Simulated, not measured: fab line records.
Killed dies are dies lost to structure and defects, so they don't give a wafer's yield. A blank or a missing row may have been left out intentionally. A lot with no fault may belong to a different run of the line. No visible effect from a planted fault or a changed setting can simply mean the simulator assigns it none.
fab line records + flow nand_harc
record:
- lots: 12
- wafers: 36
- last_day: 32
route steps=1302 shown A_CHANNEL_HOLE_D2@593 A_CHANNEL_FILL_D2@612 END@1302
lots that met no fault: from a run of the same line without faults
start_h: hours from the record's opening day to when the first of the lot's shown wafers began + wait_h: time in hours since the lot's previous step + " unchanged from the row above + L1.1+2: a row that stands for several wafers + - no value present, or no start provided + * or withheld: withheld + < > ~ a bound
route shown NAME@n: names a module that has steps shown in the file, with the first one's number in the route + usual: average and standard deviation across the fault-free wafers + same: alike in all rows + chamber/n: place in a boat + sites: readings site by site + _std_site: the standard deviation of these + _edge_site: inner sites' mean taken away from outer sites' mean + radius_mm: how far each site lies from the wafer's centre + mask NAME#n: copy n + behind: the most recent tool/chamber to have shaped the wafer + hold: reason for holding the lot/hours on hold/outcome of the hold + device: transistor that didn't switch, given as n, p or np + end of line: the same wafers' tests at the end of the route + a step with no rows: only its recipe + killed: the dies lost at the first sort to structure and to defects; this is not the yield of the wafer + map: shows each die of a wafer: x if killed, . if not, _ if none is there
set.NAME: the setting that was run; set.NAME@STEP: the one run at that earlier step + model.NAME: the simulator's own value behind a step, which no gauge read
a sample of lots followed through the steps of the route, with each step as a table and each wafer as a row
services: the hour from which a tool's chamber was out of use, counted from the record's first day as start_h (under 0 if before that day), plus the number of hours and why
== steps ==
step: NHARC_A_CHANNEL_HOLE_D2_ETCH_21
recipe:
- bias_v: 3000
- source_w: withheld
- pressure_mtorr: 20
- time_s: 514.3
- ar_flow_sccm: 375
- c4f8_flow_sccm: 89.3
- o2_flow_sccm: 35.7
- temp_c: -20
- target_depth_a: 16000
- chemistry: C4F8/O2/Ar
usual:
- drypump_motor_current_A: 6.1/0.35
- o2_flow_sccm: 35.69/0.11
- showerhead_plenum_p_Torr: 3.63/0.061
- temp_c: -20.00/0.1
- throttle_valve_pct: 32.155/0.0086
| lot.wafer | tool        | chamber | start_h | wait_h | drypump_motor_current_A | o2_flow_sccm | rf_hours_counter_h | showerhead_plenum_p_Torr | temp_c | throttle_valve_pct |
|-----------|-------------|---------|---------|--------|-------------------------|--------------|--------------------|--------------------------|--------|--------------------|
| L492.2    | har_etch-01 | 1       | 297.37  | 0.3    | 6.2                     | 35.59        | 154                | 3.59                     | -20.04 | 32.137             |
| L492.4    | "           | 0       | "       | "      | 5.7                     | 35.48        | -                  | 3.70                     | -19.96 | 32.151             |
| L492.3    | "           | 1       | "       | "      | 6.2                     | 35.71        | -                  | 3.59                     | -20.11 | 32.157             |
| L493.1    | har_etch-02 | 1       | 299.70  | 0.3    | 5.8                     | 35.85        | 359                | 3.64                     | -19.94 | 32.152             |
| L493.2    | "           | 0       | "       | "      | 6.6                     | 35.83        | 359                | 3.73                     | -20.13 | 32.140             |
| L493.5    | "           | 0       | "       | "      | 6.6                     | 35.72        | -                  | 3.73                     | -19.89 | 32.141             |
| L494.2    | har_etch-02 | 1       | 320.79  | 0.3    | 5.8                     | 35.70        | 367                | 3.64                     | -19.96 | 32.157             |
| L494.3    | "           | 1       | "       | "      | 5.8                     | 35.55        | -                  | 3.64                     | -19.97 | 32.144             |
| L494.5    | "           | 0       | "       | "      | 6.7                     | 35.76        | -                  | 3.73                     | -20.09 | 32.167             |
| L495.4    | har_etch-01 | 0       | 321.37  | 0.3    | 5.7                     | 35.70        | -                  | 3.69                     | -20.05 | 32.161             |
| L495.3    | "           | 1       | "       | "      | 6.1                     | 35.66        | -                  | 3.58                     | -19.98 | 32.160             |
| L495.5    | "           | 1       | "       | "      | 6.1                     | 35.61        | -                  | 3.58                     | -20.01 | 32.161             |
| L496.4    | har_etch-01 | 0       | 346.94  | 0.3    | 5.7                     | 35.74        | -                  | 3.69                     | -19.82 | 32.153             |
| L496.6    | "           | 0       | "       | "      | 5.8                     | 35.76        | -                  | 3.69                     | -19.93 | 32.149             |
| L496.5    | "           | 1       | "       | "      | 6.1                     | 35.67        | -                  | 3.58                     | -19.98 | 32.158             |
| L498.3    | har_etch-01 | 0       | 359.45  | 0.3    | 5.7                     | 35.64        | -                  | 3.68                     | -20.20 | 32.147             |
| L498.4    | "           | 1       | "       | "      | 6.2                     | 35.67        | -                  | 3.57                     | -20.06 | 32.154             |
| L498.6    | "           | 1       | "       | "      | 6.2                     | 35.69        | -                  | 3.57                     | -20.13 | 32.155             |
| L500.2    | har_etch-02 | 0       | 369.76  | 0.3    | 6.6                     | 35.88        | 413                | 3.70                     | -20.04 | 32.162             |
| L500.4    | "           | 0       | "       | "      | 6.6                     | 35.68        | -                  | 3.70                     | -19.98 | 32.149             |
| L500.3    | "           | 1       | "       | "      | 5.8                     | 35.77        | -                  | 3.63                     | -19.93 | 32.153             |
| L501.2    | har_etch-01 | 0       | 380.84  | 0.3    | 5.7                     | 35.71        | 199                | 3.67                     | -20.13 | 32.152             |
| L501.3    | "           | 0       | "       | "      | 5.7                     | 35.56        | -                  | 3.67                     | -20.05 | 32.146             |
| L501.6    | "           | 1       | "       | "      | 6.1                     | 35.62        | -                  | 3.56                     | -20.00 | 32.161             |
| L503.1    | har_etch-02 | 0       | 408.12  | 0.3    | 6.7                     | 35.82        | 8                  | 3.69                     | -19.90 | 32.149             |
| L503.3    | "           | 0       | "       | "      | 6.6                     | 35.85        | -                  | 3.69                     | -19.88 | 32.162             |
| L503.6    | "           | 1       | "       | "      | 5.8                     | 35.63        | -                  | 3.62                     | -19.89 | 32.153             |
| L511.4    | har_etch-01 | 1       | 486.03  | 0.3    | 6.1                     | 35.78        | -                  | 3.53                     | -20.02 | 32.154             |
| L511.3    | "           | 0       | "       | "      | 5.7                     | 35.62        | -                  | 3.64                     | -19.99 | 32.153             |
| L511.5    | "           | 1       | "       | "      | 6.1                     | 35.77        | -                  | 3.53                     | -19.96 | 32.161             |
| L512.2    | har_etch-01 | 0       | 504.78  | 0.3    | 5.7                     | 35.77        | 272                | 3.63                     | -19.93 | 32.148             |
| L512.4    | "           | 1       | "       | "      | 6.2                     | 35.54        | -                  | 3.53                     | -20.11 | 32.171             |
| L512.3    | "           | 0       | "       | "      | 5.8                     | 35.71        | -                  | 3.63                     | -19.97 | 32.155             |
| L514.1    | har_etch-01 | 1       | 508.89  | 0.3    | 6.2                     | 35.90        | 276                | 3.52                     | -20.16 | 32.161             |
| L514.3    | "           | 1       | "       | "      | 6.2                     | 35.71        | -                  | 3.52                     | -20.07 | 32.160             |
| L514.6    | "           | 1       | "       | "      | 6.1                     | 35.55        | -                  | 3.52                     | -20.02 | 32.149             |
step: NHARC_A_CHANNEL_FILL_D2_ALD_02
recipe:
- target_thk_a: 60
- pulse_time_s: 10
- ald_cycles: 60
- temp_c: 300
- material: SiO2
usual:
- heater_power_w: 481/46
- precursor_pulse_height_rel: 1.002/0.021
- susceptor_temp_C: 299.99/0.2
same:
- ald_cycles: 60
| lot.wafer | tool      | chamber | start_h | wait_h | heater_power_w | precursor_pulse_height_rel | susceptor_temp_C |
|-----------|-----------|---------|---------|--------|----------------|----------------------------|------------------|
| L492.2    | ald_hk-04 | 0       | 302.78  | -      | 533            | 1.012                      | 300.29           |
| L492.3    | "         | 2       | "       | "      | 550            | 0.973                      | 299.98           |
| L492.4    | "         | 3       | "       | "      | 435            | 1.020                      | 300.23           |
| L493.2    | ald_hk-03 | 0       | 305.41  | -      | 462            | 1.031                      | 299.91           |
| L493.1    | "         | 1       | "       | "      | 418            | 1.034                      | 299.62           |
| L493.5    | "         | 3       | "       | "      | 455            | 1.002                      | 300.17           |
| L494.2    | ald_hk-03 | 0       | 326.51  | -      | 457            | 0.985                      | 299.84           |
| L494.3    | "         | 1       | "       | "      | 421            | 0.971                      | 299.81           |
| L494.5    | "         | 2       | "       | "      | 554            | 1.013                      | 300.07           |
| L495.4    | ald_hk-03 | 2       | 344.32  | -      | 540            | 1.008                      | -                |
| L495.3    | "         | 3       | "       | "      | 459            | 1.002                      | -                |
| L495.5    | "         | 2       | "       | "      | 546            | 0.983                      | -                |
| L496.4    | ald_hk-03 | 2       | 352.28  | -      | 537            | 0.987                      | -                |
| L496.5    | "         | 2       | "       | "      | 545            | 1.014                      | -                |
| L496.6    | "         | 3       | "       | "      | 459            | 1.023                      | -                |
| L498.4    | ald_hk-03 | 0       | 364.86  | -      | 462            | 1.000                      | 299.83           |
| L498.3    | "         | 1       | "       | "      | 419            | 1.023                      | 299.90           |
| L498.6    | "         | 0       | "       | "      | 458            | 0.991                      | 300.17           |
| L500.3    | ald_hk-02 | 2       | 375.23  | -      | 524            | 1.007                      | 299.94           |
| L500.4    | "         | 3       | "       | "      | 447            | 1.007                      | 299.97           |
| L500.2    | "         | 1       | "       | "      | 428            | 0.995                      | 299.80           |
| L501.2    | ald_hk-03 | 3       | 386.40  | -      | 467            | 1.017                      | 299.86           |
| L501.3    | "         | 0       | "       | "      | 454            | 1.007                      | 300.17           |
| L501.6    | "         | 2       | "       | "      | 553            | 0.964                      | 300.12           |
| L503.1    | ald_hk-02 | 0       | 413.65  | -      | 458            | 1.030                      | 299.71           |
| L503.3    | "         | 1       | "       | "      | 431            | 0.997                      | 299.93           |
| L503.6    | "         | 0       | "       | "      | 457            | 0.999                      | 299.84           |
| L511.3    | ald_hk-04 | 0       | 491.44  | -      | 545            | 1.039                      | 299.87           |
| L511.4    | "         | 1       | "       | "      | 520            | 0.992                      | 300.00           |
| L511.5    | "         | 3       | "       | "      | 415            | 1.006                      | 299.94           |
| L512.2    | ald_hk-03 | 3       | 510.37  | -      | 456            | 0.983                      | 300.39           |
| L512.3    | "         | 0       | "       | "      | 441            | 0.975                      | 299.89           |
| L512.4    | "         | 1       | "       | "      | 431            | 0.990                      | 299.94           |
| L514.3    | ald_hk-04 | 1       | 514.44  | -      | 496            | 0.987                      | 300.08           |
| L514.1    | "         | 2       | "       | "      | 541            | 1.016                      | 300.36           |
| L514.6    | "         | 1       | "       | "      | 527            | 1.012                      | 300.07           |
step: NHARC_A_CHANNEL_FILL_D2_ALD_25
recipe:
- target_thk_a: 600
- pulse_time_s: 10
- ald_cycles: 600
- temp_c: 300
- material: SiOx
usual:
- heater_power_w: 483/46
- precursor_pulse_height_rel: 0.999/0.02
- susceptor_temp_C: 300.01/0.18
same:
- ald_cycles: 600
| lot.wafer | tool      | chamber | start_h | wait_h | heater_power_w | precursor_pulse_height_rel | susceptor_temp_C |
|-----------|-----------|---------|---------|--------|----------------|----------------------------|------------------|
| L493.1    | ald_hk-02 | 0       | 339.79  | 0.1    | 441            | 0.974                      | 300.10           |
| L493.2    | "         | 1       | "       | "      | 443            | 0.991                      | 299.85           |
| L493.5    | "         | 1       | 342.85  | 3.1    | 436            | 1.002                      | 300.17           |
| L492.3    | ald_hk-04 | 3       | 339.80  | 0.1    | 431            | 0.988                      | 299.83           |
| L492.2    | "         | 0       | "       | "      | 527            | 1.031                      | 299.99           |
| L492.4    | "         | 2       | 341.68  | 1.9    | 557            | 1.031                      | 299.55           |
| L494.3    | ald_hk-02 | 2       | 362.93  | 0.0    | 520            | 1.029                      | 299.73           |
| L494.2    | "         | 3       | "       | "      | 434            | 0.971                      | 300.10           |
| L494.5    | "         | 2       | 365.38  | 2.5    | 510            | 1.012                      | 299.96           |
| L495.3    | ald_hk-04 | 2       | 381.43  | 0.1    | 549            | 1.020                      | 299.91           |
| L495.4    | "         | 1       | 383.29  | 1.9    | 519            | 1.014                      | 300.33           |
| L495.5    | "         | 3       | 384.53  | 3.2    | 439            | 0.993                      | 299.93           |
| L496.4    | ald_hk-02 | 2       | 388.02  | 0.0    | 525            | 1.000                      | 300.12           |
| L496.5    | "         | 2       | 390.47  | 2.5    | 518            | 0.976                      | 300.05           |
| L496.6    | "         | 3       | "       | "      | 442            | 0.993                      | 300.02           |
| L498.3    | ald_hk-04 | 3       | 403.42  | 1.3    | 439            | 0.998                      | 300.01           |
| L498.4    | "         | 0       | "       | "      | 527            | 1.015                      | 300.00           |
| L498.6    | "         | 1       | "       | "      | 529            | 1.000                      | 299.81           |
| L500.3    | ald_hk-04 | 3       | 414.95  | 0.1    | 403            | 0.981                      | 288.96           |
| L500.4    | "         | 0       | "       | "      | 489            | 1.021                      | 289.13           |
| L500.2    | "         | 2       | 416.81  | 1.9    | 509            | 1.007                      | 289.38           |
| L501.3    | ald_hk-04 | 0       | 422.65  | 0.7    | 484            | 0.942                      | 289.52           |
| L501.2    | "         | 1       | "       | "      | 476            | 1.019                      | 289.15           |
| L501.6    | "         | 3       | 424.54  | 2.6    | 408            | 1.001                      | 289.03           |
| L503.3    | ald_hk-02 | 3       | 450.33  | 0.7    | 447            | 0.982                      | 299.94           |
| L503.1    | "         | 1       | 451.56  | 1.9    | 429            | 0.994                      | 300.32           |
| L503.6    | "         | 2       | "       | "      | 527            | 0.966                      | 299.95           |
| L511.3    | ald_hk-03 | 3       | 528.13  | 0.7    | 456            | 0.988                      | 300.24           |
| L511.4    | "         | 0       | "       | "      | 447            | 0.994                      | 299.72           |
| L511.5    | "         | 3       | 530.60  | 3.1    | 465            | 1.012                      | 299.88           |
| L512.4    | ald_hk-04 | 1       | 547.40  | 0.1    | 510            | 0.985                      | 299.90           |
| L512.3    | "         | 3       | 548.63  | 1.3    | 423            | 0.998                      | 300.11           |
| L512.2    | "         | 0       | "       | "      | 538            | 1.022                      | 300.07           |
| L514.1    | ald_hk-03 | 0       | 548.61  | 1.3    | 437            | 0.990                      | 300.09           |
| L514.3    | "         | 1       | "       | "      | 438            | 1.012                      | 299.92           |
| L514.6    | "         | 3       | 550.43  | 3.1    | 455            | 0.992                      | 300.11           |
step: NHARC_A_CHANNEL_FILL_D2_CMP_10
recipe:
- target_thk_nm: 150
usual:
- motor_current_A: 12.1/1.2
- retaining_ring_pressure_frac: 1.000/0.0049
- time_to_endpoint_s: 15.1/2.3
| lot.wafer | tool   | chamber | start_h | wait_h | motor_current_A | retaining_ring_pressure_frac | time_to_endpoint_s |
|-----------|--------|---------|---------|--------|-----------------|------------------------------|--------------------|
| L493.1    | cmp-02 | 2       | 351.13  | 0.4    | 11.2            | 0.994                        | 14.3               |
| L493.2    | "      | 3       | "       | "      | 12.2            | 1.001                        | 11.3               |
| L493.5    | "      | 2       | "       | "      | 11.1            | 1.001                        | 15.8               |
| L492.2    | cmp-01 | 1       | 351.15  | 0.4    | 14.2            | 1.000                        | 14.5               |
| L492.4    | "      | 2       | "       | "      | 10.3            | 0.999                        | 17.2               |
| L492.3    | "      | 3       | "       | "      | 11.8            | 0.999                        | 15.7               |
| L494.2    | cmp-04 | 2       | 374.19  | 0.4    | 12.5            | 1.003                        | 13.3               |
| L494.3    | "      | 3       | "       | "      | 12.0            | 1.001                        | 18.2               |
| L494.5    | "      | 3       | "       | "      | 12.6            | 1.008                        | 16.9               |
| L495.4    | cmp-04 | 3       | 392.76  | 0.4    | 12.1            | 0.994                        | 18.6               |
| L495.3    | "      | 2       | "       | "      | 12.4            | 0.999                        | 16.7               |
| L495.5    | "      | 3       | "       | "      | 12.3            | 1.003                        | 19.9               |
| L496.4    | cmp-01 | 3       | 399.86  | 0.4    | 12.5            | 0.992                        | 15.9               |
| L496.6    | "      | 1       | "       | "      | 14.9            | 1.000                        | 13.8               |
| L496.5    | "      | 2       | "       | "      | 10.5            | 1.005                        | 16.1               |
| L498.3    | cmp-02 | 3       | 413.42  | 0.4    | 12.0            | 0.997                        | 14.8               |
| L498.4    | "      | 2       | "       | "      | 10.6            | 0.994                        | 17.4               |
| L498.6    | "      | 0       | "       | "      | 11.6            | 1.003                        | 16.7               |
| L500.4    | cmp-01 | 0       | 427.27  | 0.4    | 11.9            | 1.008                        | 11.3               |
| L500.2    | "      | 2       | "       | "      | 11.5            | 0.988                        | 12.9               |
| L500.3    | "      | 3       | "       | "      | 12.3            | 0.999                        | 16.0               |
| L501.3    | cmp-04 | 1       | 433.45  | 0.4    | 12.4            | 0.996                        | 13.8               |
| L501.2    | "      | 3       | "       | "      | 12.2            | 1.003                        | 18.4               |
| L501.6    | "      | 2       | "       | "      | 12.2            | 0.990                        | 14.0               |
| L503.3    | cmp-02 | 1       | 461.04  | 0.4    | 13.0            | 0.997                        | 17.8               |
| L503.1    | "      | 3       | "       | "      | 12.5            | 1.000                        | 13.7               |
| L503.6    | "      | 2       | "       | "      | 11.6            | 0.999                        | 13.6               |
| L511.3    | cmp-01 | 3       | 538.77  | 0.4    | 12.3            | 0.998                        | 15.7               |
| L511.4    | "      | 2       | "       | "      | 10.3            | 1.007                        | 15.9               |
| L511.5    | "      | 0       | "       | "      | 12.2            | 1.000                        | 14.9               |
| L514.3    | cmp-01 | 3       | 558.64  | 0.4    | 12.1            | 0.992                        | 16.5               |
| L514.1    | "      | 2       | "       | "      | 11.1            | 1.004                        | 15.7               |
| L514.6    | "      | 3       | "       | "      | 11.4            | 1.000                        | 18.1               |
| L512.4    | cmp-02 | 3       | 558.67  | 0.4    | 11.7            | 0.994                        | 12.0               |
| L512.2    | "      | 0       | "       | "      | 11.8            | 1.002                        | 12.5               |
| L512.3    | "      | 1       | "       | "      | 13.3            | 1.002                        | 17.5               |
step: NHARC_END_SORT_01
recipe:
- temp_c: 25
usual:
- killed_at_array: 53/18
- killed_at_other: 1.0/1.2
- killed_at_periphery: 3.6/2.4
- killed_dies: 58/18
- killed_open: 3.4/1.8
- killed_short: 2.3/1.5
same:
- gross_dies: 677
| lot.wafer | tool      | chamber | start_h | wait_h | killed_at_array | killed_at_other | killed_at_periphery | killed_dies | killed_open | killed_short |
|-----------|-----------|---------|---------|--------|-----------------|-----------------|---------------------|-------------|-------------|--------------|
| L494.2    | prober-01 | 0       | 580.23  | 2.8    | 72              | 0               | 4                   | 76          | 6           | 1            |
| L494.3    | prober-01 | 0       | 581.03  | 3.1    | 100             | 1               | 2                   | 103         | 8           | 3            |
| L494.5    | prober-01 | 0       | 582.64  | 3.7    | 68              | 0               | 0                   | 68          | 2           | 3            |
| L495.3    | prober-01 | 0       | 613.54  | 3.1    | 35              | 0               | 4                   | 39          | 6           | 1            |
| L495.4    | prober-01 | 0       | 614.33  | 3.4    | 29              | 1               | 4                   | 34          | 4           | 1            |
| L495.5    | prober-01 | 0       | 615.13  | 3.7    | 32              | 0               | 4                   | 36          | 8           | 1            |
| L500.2    | prober-02 | 0       | 644.66  | 2.8    | 50              | 1               | 2                   | 53          | 5           | 5            |
| L500.3    | prober-02 | 0       | 645.46  | 3.1    | 53              | 1               | 3                   | 57          | 3           | 1            |
| L500.4    | prober-02 | 0       | 646.25  | 3.4    | 47              | 1               | 5                   | 53          | 6           | 6            |
| L498.3    | prober-01 | 0       | 645.46  | 3.1    | 72              | 0               | 5                   | 77          | 4           | 1            |
| L498.4    | prober-01 | 0       | 646.26  | 3.4    | 61              | 0               | 1                   | 62          | 2           | 1            |
| L498.6    | prober-01 | 0       | 647.86  | 4.0    | 65              | 0               | 2                   | 67          | 4           | 1            |
| L501.2    | prober-02 | 0       | 652.41  | 2.8    | 48              | 1               | 7                   | 56          | 4           | 3            |
| L501.3    | prober-02 | 0       | 653.20  | 3.1    | 39              | 0               | 12                  | 51          | 4           | 1            |
| L501.6    | prober-02 | 0       | 655.57  | 4.0    | 40              | 0               | 6                   | 46          | 3           | 0            |
| L512.2    | prober-02 | 0       | 765.80  | 2.8    | 41              | 0               | 1                   | 42          | 3           | 0            |
| L512.3    | prober-02 | 0       | 766.59  | 3.1    | 54              | 1               | 1                   | 56          | 5           | 1            |
| L512.4    | prober-02 | 0       | 767.38  | 3.4    | 51              | 2               | 2                   | 55          | 7           | 1            |
killed by level:class
L494.2 A_CHANNEL_HOLE_D2:chamber_film_flake=26 A_CHANNEL_HOLE_D1:chamber_film_flake=21 A_SLIT:chamber_film_flake=15 A_STAIRCASE:chamber_film_flake=4 P_ZERO_WELL:chamber_film_flake=2 P_M0:geometric_particle:open=1 P_M2:geometric_particle:open=1 A_CHANNEL_FILL_D1:geometric_particle:open=1
L494.3 A_CHANNEL_HOLE_D2:chamber_film_flake=40 A_CHANNEL_HOLE_D1:chamber_film_flake=32 A_SLIT:chamber_film_flake=13 A_CONTACT:chamber_film_flake=4 A_WL_FILL:geometric_particle:open=3 A_CHANNEL_HOLE_D2:geometric_particle:open=2 P_CONTACT:geometric_particle:short=1 A_ONON_D1:geometric_particle:open=1
L494.5 A_CHANNEL_HOLE_D2:chamber_film_flake=22 A_SLIT:chamber_film_flake=21 A_CHANNEL_HOLE_D1:chamber_film_flake=16 A_STAIRCASE:chamber_film_flake=2 A_CHANNEL_HOLE_D1:geometric_particle:open=1 A_CHANNEL_HOLE_D1:geometric_particle:short=1 A_CHANNEL_FILL_D1:geometric_particle:short=1 A_CONTACT:geometric_particle:open=1
L495.3 A_SLIT:chamber_film_flake=16 A_CONTACT:chamber_film_flake=5 A_CHANNEL_HOLE_D2:chamber_film_flake=4 A_STAIRCASE:chamber_film_flake=3 P_M0:geometric_particle:open=2 A_BLC:geometric_particle:open=2 P_CONTACT:geometric_particle:open=1 A_CHANNEL_FILL_D2:geometric_particle:short=1
L495.4 A_SLIT:chamber_film_flake=11 A_CHANNEL_HOLE_D2:chamber_film_flake=4 P_GATE:chamber_film_flake=2 A_STAIRCASE:chamber_film_flake=2 A_ZERO_WELL:chamber_film_flake=2 A_CHANNEL_FILL_D2:chamber_film_flake=2 A_WL_FILL:chamber_film_flake=2 P_CONTACT:geometric_particle:open=1
L495.5 A_SLIT:chamber_film_flake=13 A_CHANNEL_HOLE_D2:chamber_film_flake=5 A_CONTACT:chamber_film_flake=4 P_M0:geometric_particle:open=2 A_WL_FILL:geometric_particle:open=2 A_CHANNEL_HOLE_D1:chamber_film_flake=2 P_CONTACT:geometric_particle:open=1 A_ONON_D2:geometric_particle:open=1
L500.2 A_CHANNEL_HOLE_D2:chamber_film_flake=29 A_CHANNEL_HOLE_D1:chamber_film_flake=4 A_WL_FILL:chamber_film_flake=3 A_CONTACT:chamber_film_flake=3 A_DECK1_JOINT:geometric_particle:short=2 A_SLIT:chamber_film_flake=2 P_CONTACT:geometric_particle:short=1 P_CONTACT:geometric_particle:open=1
L500.3 A_CHANNEL_HOLE_D2:chamber_film_flake=36 A_STAIRCASE:chamber_film_flake=4 A_CONTACT:chamber_film_flake=4 P_GATE:chamber_film_flake=2 A_CHANNEL_HOLE_D1:chamber_film_flake=2 A_CHANNEL_FILL_D1:chamber_film_flake=2 A_DECK1_JOINT:chamber_film_flake=2 P_M0:geometric_particle:open=1
L498.3 A_CHANNEL_HOLE_D1:chamber_film_flake=29 A_SLIT:chamber_film_flake=22 A_CHANNEL_HOLE_D2:chamber_film_flake=9 A_CONTACT:chamber_film_flake=5 P_ZERO_WELL:chamber_film_flake=3 A_ONON_D1:geometric_particle:open=2 A_STAIRCASE:chamber_film_flake=2 P_M0:geometric_particle:open=1
L500.4 A_CHANNEL_HOLE_D2:chamber_film_flake=27 A_CHANNEL_FILL_D1:chamber_film_flake=4 A_CHANNEL_FILL_D2:geometric_particle:short=3 A_CHANNEL_HOLE_D1:chamber_film_flake=2 A_WL_FILL:chamber_film_flake=2 P_CONTACT:geometric_particle:open=1 P_CONTACT:geometric_particle:short=1 P_M0:geometric_particle:open=1
L498.4 A_CHANNEL_HOLE_D1:chamber_film_flake=27 A_SLIT:chamber_film_flake=15 A_CHANNEL_HOLE_D2:chamber_film_flake=7 A_STAIRCASE:chamber_film_flake=3 A_CHANNEL_FILL_D1:chamber_film_flake=3 A_CONTACT:chamber_film_flake=3 A_CHANNEL_HOLE_D2:geometric_particle:open=1 A_STAIRCASE:geometric_particle:open=1
L498.6 A_CHANNEL_HOLE_D1:chamber_film_flake=28 A_SLIT:chamber_film_flake=20 A_CHANNEL_HOLE_D2:chamber_film_flake=5 A_CONTACT:chamber_film_flake=5 A_M0:geometric_particle:open=3 P_GATE:geometric_particle:open=1 A_ONON_D1:geometric_particle:short=1 P_CONTACT:chamber_film_flake=1
L501.2 A_SLIT:chamber_film_flake=25 A_CHANNEL_HOLE_D2:chamber_film_flake=14 P_CONTACT:chamber_film_flake=2 P_M2:chamber_film_flake=2 A_WL_FILL:chamber_film_flake=2 A_CONTACT:chamber_film_flake=2 P_M0:geometric_particle:open=1 P_M1:geometric_particle:open=1
L501.3 A_SLIT:chamber_film_flake=20 P_CONTACT:chamber_film_flake=8 A_CHANNEL_HOLE_D2:chamber_film_flake=8 A_CHANNEL_HOLE_D1:chamber_film_flake=5 P_ZERO_WELL:chamber_film_flake=2 A_CONTACT:chamber_film_flake=2 P_STI:geometric_particle:open=1 P_M0:geometric_particle:open=1
L501.6 A_SLIT:chamber_film_flake=21 A_CHANNEL_HOLE_D2:chamber_film_flake=8 P_CONTACT:chamber_film_flake=5 A_CHANNEL_HOLE_D1:chamber_film_flake=4 A_CHANNEL_FILL_D1:chamber_film_flake=2 P_CONTACT:geometric_particle:open=1 A_CHANNEL_HOLE_D1:geometric_particle:open=1 A_CONTACT:geometric_particle:open=1
L512.2 A_CHANNEL_HOLE_D2:chamber_film_flake=16 A_CHANNEL_HOLE_D1:chamber_film_flake=11 A_SLIT:chamber_film_flake=5 A_DECK1_JOINT:geometric_particle:open=3 A_CONTACT:chamber_film_flake=3 A_BLC:chamber_film_flake=3 P_GATE:chamber_film_flake=1
L512.3 A_CHANNEL_HOLE_D2:chamber_film_flake=16 A_CHANNEL_HOLE_D1:chamber_film_flake=14 A_SLIT:chamber_film_flake=14 A_BLC:chamber_film_flake=5 P_GATE:geometric_particle:open=1 A_ONON_D1:geometric_particle:short=1 A_ONON_D1:geometric_particle:open=1 A_CHANNEL_FILL_D1:geometric_particle:open=1
L512.4 A_CHANNEL_HOLE_D1:chamber_film_flake=13 A_CHANNEL_HOLE_D2:chamber_film_flake=12 A_CONTACT:chamber_film_flake=6 A_SLIT:chamber_film_flake=5 A_ZERO_WELL:chamber_film_flake=4 A_STAIRCASE:chamber_film_flake=3 A_CHANNEL_FILL_D2:geometric_particle:open=2 THIN_TSV:chamber_film_flake=2
== services ==
| tool        | chamber | start_h | hours | kind   |
|-------------|---------|---------|-------|--------|
| cmp-04      | -       | 281.41  | 0.5   | repair |
| cmp-01      | -       | 283.50  | 4.0   | pm     |
| cmp-04      | -       | 291.06  | 0.5   | repair |
| cmp-04      | -       | 307.00  | 4.0   | pm     |
| cmp-02      | -       | 331.51  | 4.0   | pm     |
| cmp-04      | -       | 343.83  | 0.5   | repair |
| ald_hk-02   | -       | 351.03  | 10.0  | pm     |
| cmp-02      | -       | 360.96  | 2.7   | repair |
| cmp-02      | -       | 373.87  | 0.9   | repair |
| har_etch-02 | -       | 378.03  | 17.0  | pm     |
| cmp-01      | -       | 381.50  | 4.0   | pm     |
| cmp-01      | -       | 392.87  | 0.4   | repair |
| cmp-04      | -       | 405.00  | 4.0   | pm     |
| cmp-02      | -       | 405.33  | 1.8   | repair |
| cmp-02      | -       | 429.51  | 4.0   | pm     |
| cmp-04      | -       | 430.55  | 2.5   | repair |
| ald_hk-04   | -       | 437.33  | 10.0  | pm     |
| cmp-01      | -       | 479.50  | 4.0   | pm     |
| cmp-04      | -       | 485.00  | 9.2   | repair |
| ald_hk-03   | -       | 495.56  | 1.2   | repair |
| ald_hk-02   | -       | 522.71  | 5.6   | repair |
| cmp-02      | -       | 527.51  | 4.0   | pm     |
| ald_hk-02   | -       | 529.03  | 10.0  | pm     |
| cmp-01      | -       | 536.68  | 0.6   | repair |
== key ==
first_sign:
- step: NHARC_A_CHANNEL_FILL_D2_ALD_25
- reading: susceptor_temp_C
- direction: down
- sigmas: 61
- usual: *
- struck: *
effect none on later readings
met_at NHARC_A_CHANNEL_FILL_D2_ALD_25
struck_lots L500,L501
tester_left_out L500,L501
not_acting_at NHARC_A_CHANNEL_HOLE_D2_ETCH_21,NHARC_A_CHANNEL_FILL_D2_ALD_02,NHARC_A_CHANNEL_FILL_D2_CMP_10
fault:
- kind: process_parameter_drift
- tool: ald_hk-04
- chamber: -
- onset_h: 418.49
- steps: NHARC_A_CHANNEL_FILL_D2_ALD_25
- channel: temp_c
- offset: *
- shape: step
- end_h: 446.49
- acts_in: *
- stated: *
tester_left_out: of these lots the tester's yield and bins aren't shown, on N5 and GAA mostly nor the transistor test; their killed dies are dies lost to structure and defects alone, not to doping, threshold or leakage, so they don't give the yield
